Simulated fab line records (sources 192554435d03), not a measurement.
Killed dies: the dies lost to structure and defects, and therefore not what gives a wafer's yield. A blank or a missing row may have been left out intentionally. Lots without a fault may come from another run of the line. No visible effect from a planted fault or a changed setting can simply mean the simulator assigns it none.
Chamber matching :: flow n5Finfet :: rieDiel-02 running N5_BEOL_M2_ETCH_69: 4 sister chambers
The step etches SiARC in CF4, target depth 15.6 nm, time 26 s. 24 wafers are shown with their chamber, then 12 later ones without.

## WAFERS WITH THEIR CHAMBER
wafer: L075.2
chamber: 2
drypumpMotorCurrentA (A): 5.3
showerheadPlenumPTorr (Torr): 2.05
throttleValvePct (%): 16.12

wafer: L075.4
chamber: 0
drypumpMotorCurrentA (A): 6.2
showerheadPlenumPTorr (Torr): 2.06
throttleValvePct (%): 15.53

wafer: L075.6
chamber: 0
drypumpMotorCurrentA (A): 6.2
showerheadPlenumPTorr (Torr): 2.07
throttleValvePct (%): 15.54

wafer: L076.1
chamber: 0
drypumpMotorCurrentA (A): 6.1
showerheadPlenumPTorr (Torr): 2.06
throttleValvePct (%): 15.54

wafer: L076.4
chamber: 1
drypumpMotorCurrentA (A): 5.3
showerheadPlenumPTorr (Torr): 2.15
throttleValvePct (%): 15.62

wafer: L076.6
chamber: 3
drypumpMotorCurrentA (A): 5.1
showerheadPlenumPTorr (Torr): 2.22
throttleValvePct (%): 15.96

wafer: L079.2
chamber: 2
drypumpMotorCurrentA (A): 5.3
showerheadPlenumPTorr (Torr): 2.05
throttleValvePct (%): 16.15

wafer: L079.3
chamber: 1
drypumpMotorCurrentA (A): 5.2
showerheadPlenumPTorr (Torr): 2.15
throttleValvePct (%): 15.63

wafer: L079.5
chamber: 3
drypumpMotorCurrentA (A): 5.1
showerheadPlenumPTorr (Torr): 2.21
throttleValvePct (%): 15.98

wafer: L081.1
chamber: 0
drypumpMotorCurrentA (A): 6.1
showerheadPlenumPTorr (Torr): 2.06
throttleValvePct (%): 15.57

wafer: L081.2
chamber: 1
drypumpMotorCurrentA (A): 5.3
showerheadPlenumPTorr (Torr): 2.15
throttleValvePct (%): 15.62

wafer: L081.6
chamber: 0
drypumpMotorCurrentA (A): 6.2
showerheadPlenumPTorr (Torr): 2.06
throttleValvePct (%): 15.57

wafer: L085.2
chamber: 2
drypumpMotorCurrentA (A): 5.3
showerheadPlenumPTorr (Torr): 2.05
throttleValvePct (%): 16.14

wafer: L085.5
chamber: 3
drypumpMotorCurrentA (A): 5.1
showerheadPlenumPTorr (Torr): 2.21
throttleValvePct (%): 16.01

wafer: L085.6
chamber: 0
drypumpMotorCurrentA (A): 6.2
showerheadPlenumPTorr (Torr): 2.06
throttleValvePct (%): 15.58

wafer: L090.3
chamber: 2
drypumpMotorCurrentA (A): 5.3
showerheadPlenumPTorr (Torr): 2.05
throttleValvePct (%): 16.16

wafer: L090.4
chamber: 1
drypumpMotorCurrentA (A): 5.2
showerheadPlenumPTorr (Torr): 2.14
throttleValvePct (%): 15.67

wafer: L090.6
chamber: 1
drypumpMotorCurrentA (A): 5.2
showerheadPlenumPTorr (Torr): 2.14
throttleValvePct (%): 15.67

wafer: L091.2
chamber: 3
drypumpMotorCurrentA (A): 5.1
showerheadPlenumPTorr (Torr): 2.20
throttleValvePct (%): 16.03

wafer: L091.5
chamber: 3
drypumpMotorCurrentA (A): 5.1
showerheadPlenumPTorr (Torr): 2.20
throttleValvePct (%): 16.04

wafer: L091.6
chamber: 0
drypumpMotorCurrentA (A): 6.1
showerheadPlenumPTorr (Torr): 2.05
throttleValvePct (%): 15.61

wafer: L093.2
chamber: 0
drypumpMotorCurrentA (A): 6.1
showerheadPlenumPTorr (Torr): 2.05
throttleValvePct (%): 15.62

wafer: L093.3
chamber: 2
drypumpMotorCurrentA (A): 5.3
showerheadPlenumPTorr (Torr): 2.04
throttleValvePct (%): 16.18

wafer: L093.4
chamber: 3
drypumpMotorCurrentA (A): 5.1
showerheadPlenumPTorr (Torr): 2.20
throttleValvePct (%): 16.05

SIGNATURES (means of the wafers above)
reading: drypumpMotorCurrentA
chamber 0: 6.150
chamber 1: 5.240
chamber 2: 5.300
chamber 3: 5.100
scatter within a chamber: 0.04

reading: showerheadPlenumPTorr
chamber 0: 2.0587
chamber 1: 2.1460
chamber 2: 2.0480
chamber 3: 2.2067
scatter within a chamber: 0.00641

reading: throttleValvePct
chamber 0: 15.5700
chamber 1: 15.6420
chamber 2: 16.1500
chamber 3: 16.0117
scatter within a chamber: 0.0305
Rule: for a wafer and a chamber, the distance is found by dividing, reading by reading, the gap between the wafer's reading and the chamber's mean by the reading's scatter, squaring, summing and taking the root. If the next closest chamber is less than 2 further off than the closest, the wafer can't be placed; otherwise it belongs to the closest. The scatter: take each reading less its chamber's mean, square it, sum over the shown wafers, divide by the number of wafers less the number of chambers, and take the root.

## WAFERS WHOSE CHAMBER IS MISSING
wafer: L095.2
drypumpMotorCurrentA (A): 6.2
showerheadPlenumPTorr (Torr): 2.05
throttleValvePct (%): 15.61

wafer: L095.5
drypumpMotorCurrentA (A): 5.3
showerheadPlenumPTorr (Torr): 2.04
throttleValvePct (%): 16.19

wafer: L095.6
drypumpMotorCurrentA (A): 5.2
showerheadPlenumPTorr (Torr): 2.14
throttleValvePct (%): 15.69

wafer: L094.3
drypumpMotorCurrentA (A): 5.3
showerheadPlenumPTorr (Torr): 2.04
throttleValvePct (%): 16.20

wafer: L094.5
drypumpMotorCurrentA (A): 6.1
showerheadPlenumPTorr (Torr): 2.05
throttleValvePct (%): 15.62

wafer: L094.6
drypumpMotorCurrentA (A): 5.2
showerheadPlenumPTorr (Torr): 2.14
throttleValvePct (%): 15.69

wafer: L096.1
drypumpMotorCurrentA (A): 5.2
showerheadPlenumPTorr (Torr): 2.14
throttleValvePct (%): 15.72

wafer: L096.2
drypumpMotorCurrentA (A): 5.1
showerheadPlenumPTorr (Torr): 2.20
throttleValvePct (%): 16.06

wafer: L096.5
drypumpMotorCurrentA (A): 5.2
showerheadPlenumPTorr (Torr): 2.14
throttleValvePct (%): 15.70

wafer: L097.3
drypumpMotorCurrentA (A): 5.1
showerheadPlenumPTorr (Torr): 2.20
throttleValvePct (%): 16.06

wafer: L097.4
drypumpMotorCurrentA (A): 6.1
showerheadPlenumPTorr (Torr): 2.05
throttleValvePct (%): 15.64

wafer: L097.5
drypumpMotorCurrentA (A): 6.2
showerheadPlenumPTorr (Torr): 2.05
throttleValvePct (%): 15.64

## EACH ONE'S CHAMBER
wafer: L095.2
from the rows above: 0
in truth: 0

wafer: L095.5
from the rows above: 2
in truth: 2

wafer: L095.6
from the rows above: 1
in truth: 1

wafer: L094.3
from the rows above: 2
in truth: 2

wafer: L094.5
from the rows above: 0
in truth: 0

wafer: L094.6
from the rows above: 1
in truth: 1

wafer: L096.1
from the rows above: 1
in truth: 1

wafer: L096.2
from the rows above: 3
in truth: 3

wafer: L096.5
from the rows above: 1
in truth: 1

wafer: L097.3
from the rows above: 3
in truth: 3

wafer: L097.4
from the rows above: 0
in truth: 0

wafer: L097.5
from the rows above: 0
in truth: 0
Correctly placed: 12 of 12. Can't be placed from these rows: 0. Placed wrongly: 0.
